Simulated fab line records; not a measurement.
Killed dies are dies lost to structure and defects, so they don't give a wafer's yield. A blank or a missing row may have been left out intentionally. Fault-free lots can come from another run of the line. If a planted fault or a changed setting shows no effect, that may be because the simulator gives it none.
Chamber matching | flow n5Finfet | N5_BEOL_M6_DESCUM_16 on rieDiel-01: 4 sister chambers
The step chemistry O2, time 7.9 s. 8 wafers are shown with their chamber, then 12 later ones without.

== WAFERS WITH THEIR CHAMBER ==
wafer  | chamber | showerheadPlenumPTorr (Torr) | throttleValvePct (%)
L076.6 | 0       | 2.02                         | 20.0
L081.3 | 0       | 2.01                         | 20.1
L084.4 | 3       | 2.19                         | 20.8
L083.2 | 3       | 2.19                         | 20.7
L083.5 | 1       | 2.06                         | 20.4
L085.1 | 2       | 2.15                         | 20.7
L085.4 | 1       | 2.06                         | 20.5
L085.5 | 2       | 2.15                         | 20.7

== WAFERS MISSING THEIR CHAMBER ==
wafer  | showerheadPlenumPTorr (Torr) | throttleValvePct (%)
L089.1 | 2.15                         | 20.7
L089.2 | 2.06                         | 20.5
L089.3 | 2.01                         | 20.1
L089.4 | 2.18                         | 20.8
L089.5 | 2.15                         | 20.7
L089.6 | 2.06                         | 20.5
L097.1 | 2.15                         | 20.7
L097.2 | 2.18                         | 20.8
L097.3 | 2.05                         | 20.5
L097.4 | 2.00                         | 20.1
L097.5 | 2.14                         | 20.7
L097.6 | 2.18                         | 20.8

== EACH ONE'S CHAMBER ==
wafer  | from the rows above | in truth
L089.1 | 2                   | 2
L089.2 | 1                   | 1
L089.3 | 0                   | 0
L089.4 | 3                   | 3
L089.5 | 2                   | 2
L089.6 | 1                   | 1
L097.1 | 2                   | 2
L097.2 | 3                   | 3
L097.3 | 1                   | 1
L097.4 | 0                   | 0
L097.5 | 2                   | 2
L097.6 | 3                   | 3
12 of 12 placed correctly. Can't be placed from these rows: 0. Placed wrongly: 0.
How it was worked out, from the rows above alone: a wafer's distance from a chamber is the root of the sum, over the readings, of the square of ((its reading less the chamber's mean) divided by the reading's scatter). The wafer belongs to the nearest chamber; if the next one is less than 2 further off, it can't be placed. Each chamber's mean is taken over the wafers shown for it. How the scatter is found: for the shown wafers, subtract from each reading the mean of its chamber, square and add these, divide the total by (wafers less chambers), then take the root.
